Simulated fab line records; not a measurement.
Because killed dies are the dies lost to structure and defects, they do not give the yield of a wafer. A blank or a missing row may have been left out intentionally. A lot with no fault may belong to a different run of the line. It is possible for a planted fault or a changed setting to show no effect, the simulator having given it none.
What tool caused it? / flow nand-harc / 6 lots, 18 wafers sampled, at 4 steps of a route of 1159

WHAT THE GAUGES READ, wafer by wafer
NHARC_END_SORT_01.
lot=L991; measured=day 20 16:17; on=prober-02; killed-dies=26 31 37
lot=L996; measured=day 21 10:40; on=prober-02; killed-dies=29 33 33
lot=L998; measured=day 21 21:32; on=prober-01; killed-dies=26 41 32
lot=L102; measured=day 23 04:44; on=prober-02; killed-dies=36 29 31
lot=L110; measured=day 24 15:41; on=prober-01; killed-dies=677 677 20
lot=L112; measured=day 25 04:28; on=prober-01; killed-dies=14 14 18

EACH LOT AND THE TOOL THAT RAN IT (in order: tool; ch and the chambers of the sampled wafers; start)
lot=L991; NHARC_A_BLC_DESCUM_15=rie-diel-02 ch 0,2,3, day 18 04:52; NHARC_A_BLC_ETCH_16=rie-diel-02 ch 0,1,3, day 18 04:56; NHARC_A_BLC_STRIP_21=rie-diel-08 ch 1,3, day 18 06:02
lot=L996; NHARC_A_BLC_DESCUM_15=rie-diel-04 ch 1,2, day 19 11:46; NHARC_A_BLC_ETCH_16=rie-diel-04 ch 2,3, day 19 11:52; NHARC_A_BLC_STRIP_21=rie-diel-02 ch 1,2, day 19 12:57
lot=L998; NHARC_A_BLC_DESCUM_15=rie-diel-04 ch 0,1,2, day 19 19:55; NHARC_A_BLC_ETCH_16=rie-diel-04 ch 0,1,3, day 19 20:00; NHARC_A_BLC_STRIP_21=rie-diel-08 ch 0,1,2, day 19 21:04
lot=L102; NHARC_A_BLC_DESCUM_15=rie-diel-04 ch 1,2,3, day 21 03:49; NHARC_A_BLC_ETCH_16=rie-diel-04 ch 1,3, day 21 03:55; NHARC_A_BLC_STRIP_21=rie-diel-04 ch 0,1,3, day 21 05:00
lot=L110; NHARC_A_BLC_DESCUM_15=rie-diel-04 ch 0,2,3, day 22 17:21; NHARC_A_BLC_ETCH_16=rie-diel-04 ch 1,2,3, day 22 17:26; NHARC_A_BLC_STRIP_21=rie-diel-04 ch 0,1,2, day 22 18:34
lot=L112; NHARC_A_BLC_DESCUM_15=rie-diel-08 ch 0,1,2, day 23 09:13; NHARC_A_BLC_ETCH_16=rie-diel-08 ch 0,1,2, day 23 09:18; NHARC_A_BLC_STRIP_21=rie-diel-04 ch 0,2,3, day 23 10:21
- NHARC_A_BLC_DESCUM_15: chemistry O2, time 3 s.
- NHARC_A_BLC_ETCH_16: etches the open film in CF4, target depth 39 nm, time 65 s.
- NHARC_A_BLC_STRIP_21: strips in O2.

THE ANSWER, worked out from the rows above alone
Rule: usual is defined by the lots themselves. The widest of any qualifying gaps counts: lots, ordered by their means at a reading, are off when they make up no more than a third of the lots, leave a main group of 4 or more, and stand apart from it by 3 or more times the standard deviation of that group's means. A main group whose means are all the same, to the digits that the tables above print for the reading, isn't used. A lot without any number at a reading at which 4 lots or more have one is off too. The other lots that the step has rows for count as sound.
Off: L110, at NHARC_END_SORT_01 (killed-dies). The main group: mean 29, standard deviation 6.7.
A tool fits if, at a process step before that reading, it ran every lot that is off, and no sound lot after the first of them. The gauges at NHARC_END_SORT_01 are tried like those tools. One fits: NHARC_A_BLC_DESCUM_15 and NHARC_A_BLC_ETCH_16 on rie-diel-04. At NHARC_A_BLC_DESCUM_15 its last sound lot is L102 (day 21 03:49), its first lot that is off L110 (day 22 17:21): a fault that began between those two fits.

WHAT THE SIMULATOR HAD INSERTED
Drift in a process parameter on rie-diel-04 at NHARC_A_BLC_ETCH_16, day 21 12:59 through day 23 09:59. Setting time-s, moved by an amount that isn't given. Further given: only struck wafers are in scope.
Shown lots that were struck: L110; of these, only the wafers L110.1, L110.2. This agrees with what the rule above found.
